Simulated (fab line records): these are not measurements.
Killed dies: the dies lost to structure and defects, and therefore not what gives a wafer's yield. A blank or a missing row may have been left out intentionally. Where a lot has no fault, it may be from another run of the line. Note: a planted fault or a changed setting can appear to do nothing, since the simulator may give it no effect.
Code-filled problem report in 8D (eight disciplines) form + flow nand-harc + the parts of the form that need people (team, actions taken, sign-off) are left out

1. WHAT IS WRONG
NHARC_END_SORT_01, killed-at-periphery: mean 641.0 over 1 wafer from 1 lot; wafers with no fault: 3.2, standard deviation 2.3. That is +99 or more standard deviations from the usual mean.
First seen on wafer L241.4, day 23 17:10, on prober-01. At this step, 30 wafers from 10 lots have a number in the record. Rule for "out", or "out of limits": more than 4 standard deviations from the usual mean. Any other wafer with a number is counted as sound.

2. WHAT IT IS, WHAT IT ISN'T
| question                    | is                                                                                                                      | is not                                                                                      |
|-----------------------------|-------------------------------------------------------------------------------------------------------------------------|---------------------------------------------------------------------------------------------|
| which readings at this step | killed-at-periphery, defect-limited-yield, killed-dies, sort_bin_2_pct, sort-n-pass, sort-rim-yield-pct, sort-yield-pct | killed-at-array, killed-at-other, killed-open, killed-short, sort_bin_3_pct, sort_bin_4_pct |
| which lots                  | L241                                                                                                                    | L225, L226, L228, L229, L230, L231, L235, L244, L246                                        |
| which wafers of those lots  | L241.4                                                                                                                  | L241.1, L241.3                                                                              |
| read on which gauges        | prober-01                                                                                                               | prober-02                                                                                   |
| when                        | from day 23 17:10                                                                                                       | up to then (23 sound wafers); but 6 sound wafers of L244, L246 came after                   |

3. SUSPECTS, AND WHAT RULES EACH OUT
Counting: a tool at a process step up to the reading stays a suspect if it ran every lot that is out. Sound lots after the first of them don't rule it out here, since some wafers of a struck lot are sound.
- the gauge at NHARC_END_SORT_01: ruled out. All the wafers that are out were read on prober-01, but those of them that NHARC_P_BONDPAD_ETCH_12 has rows for are out there too, on other tools.
- rie-diel-08 at NHARC_P_BONDPAD_DESCUM_11 (chemistry O2, time 3 s): kept. L241, the lot that is out, went through it at day 10 14:30; up to then, the latest sound lot through it was L235 at day 9 02:44.
- rie-diel-08 at NHARC_P_BONDPAD_ETCH_37 (etches the open film in N2/H2, target depth 60 nm, overetch 18 nm, time 65.91 s): kept. L241, the lot that is out, went through it at day 10 14:35; up to then, the latest sound lot through it was L235 at day 9 02:50.
- rie-diel-08 at NHARC_P_BONDPAD_ETCH_12 (etches the open film in CHF3/O2, target depth 200 nm, time 100 s): kept. L241, the lot that is out, went through it at day 10 14:41; up to then, the latest sound lot through it was L235 at day 9 02:55. Its own readings are out on those wafers: oes-product-au, rf-fwd-power-W.
- rie-diel-08 at NHARC_P_BONDPAD_STRIP_15 (strips in O2): kept. L241, the lot that is out, went through it at day 10 14:53; up to then, the latest sound lot through it was L231 at day 8 04:45.
- At NHARC_P_BONDPAD_DESCUM_11, inside rie-diel-08: chamber 3 took the wafers that are out, while their sound lot-mates went through chambers 0, 2.
- At NHARC_P_BONDPAD_ETCH_37, inside rie-diel-08: chamber 1 took the wafers that are out, while their sound lot-mates went through chambers 0, 2.
- At NHARC_P_BONDPAD_ETCH_12, inside rie-diel-08: chamber 0 took the wafers that are out, while their sound lot-mates went through chambers 1, 2.
- At NHARC_P_BONDPAD_STRIP_15, inside rie-diel-08: chamber 3 took the wafers that are out, while their sound lot-mates went through chambers 0, 2.
Left after counting: rie-diel-08 at NHARC_P_BONDPAD_DESCUM_11, rie-diel-08 at NHARC_P_BONDPAD_ETCH_37, rie-diel-08 at NHARC_P_BONDPAD_ETCH_12, rie-diel-08 at NHARC_P_BONDPAD_STRIP_15.

4. THE CAUSE (what the simulator had put in)
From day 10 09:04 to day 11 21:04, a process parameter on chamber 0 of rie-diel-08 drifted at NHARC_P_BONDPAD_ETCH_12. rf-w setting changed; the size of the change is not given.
Of the 4 suspects that counting leaves, this tool is one.

5. THE EFFECT CHAIN, in route order
Each row: a reading whose mean over the struck wafers that have a number lies more than 3 standard deviations from the usual. Only readings whose record carries a usual standard deviation are examined. hours: median over the lots of the time between each lot's start at the first step of this table that gives one and its start at this step. sigmas: the change, counted in usual standard deviations.
| hours | step                    | reading              | usual      | on struck wafers | change | sigmas      |
|-------|-------------------------|----------------------|------------|------------------|--------|-------------|
| 0     | NHARC_P_BONDPAD_ETCH_12 | oes-product-au       | 0.949 a.u. | 0.706            | -0.243 | -10         |
| 0     | NHARC_P_BONDPAD_ETCH_12 | rf-fwd-power-W       | 497.8 W    | 297.8            | -200.0 | -99 or more |
| 314   | NHARC_END_SORT_01       | defect-limited-yield | 95.6 %     | 0.0              | -95.6  | -68         |
| 314   | NHARC_END_SORT_01       | killed-at-periphery  | 3.2        | 641.0            | +637.8 | +99 or more |
| 314   | NHARC_END_SORT_01       | killed-dies          | 30         | 677              | +647   | +71         |
| 314   | NHARC_END_SORT_01       | sort_bin_2_pct       | 1.4 %      | 96.0             | +94.6  | +99 or more |
| 314   | NHARC_END_SORT_01       | sort-n-pass          | 647        | 0                | -647   | -71         |
| 314   | NHARC_END_SORT_01       | sort-rim-yield-pct   | 95.4 %     | 0.0              | -95.4  | -32         |
| 314   | NHARC_END_SORT_01       | sort-yield-pct       | 95.6 %     | 0.0              | -95.6  | -68         |
The process steps in it:
- NHARC_P_BONDPAD_ETCH_12: etches the open film in CHF3/O2, target depth 200 nm, time 100 s.

6. HOW IT WOULD HAVE BEEN CAUGHT EARLIER
In this record the first reading out of limits at a measuring or inspecting step was taken at day 23 17:10, 320 hours after the fault began at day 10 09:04.
Tool's own readings at NHARC_P_BONDPAD_ETCH_12, oes-product-au, rf-fwd-power-W: out on all struck wafers the step has rows for; an alarm limit on them would have tripped on the first.
The start of NHARC_P_BONDPAD_ETCH_12 on rie-diel-08 came by day 23 17:10 for every one of the lots that are out (1). None of them would have been spared by holding the tool at that moment.
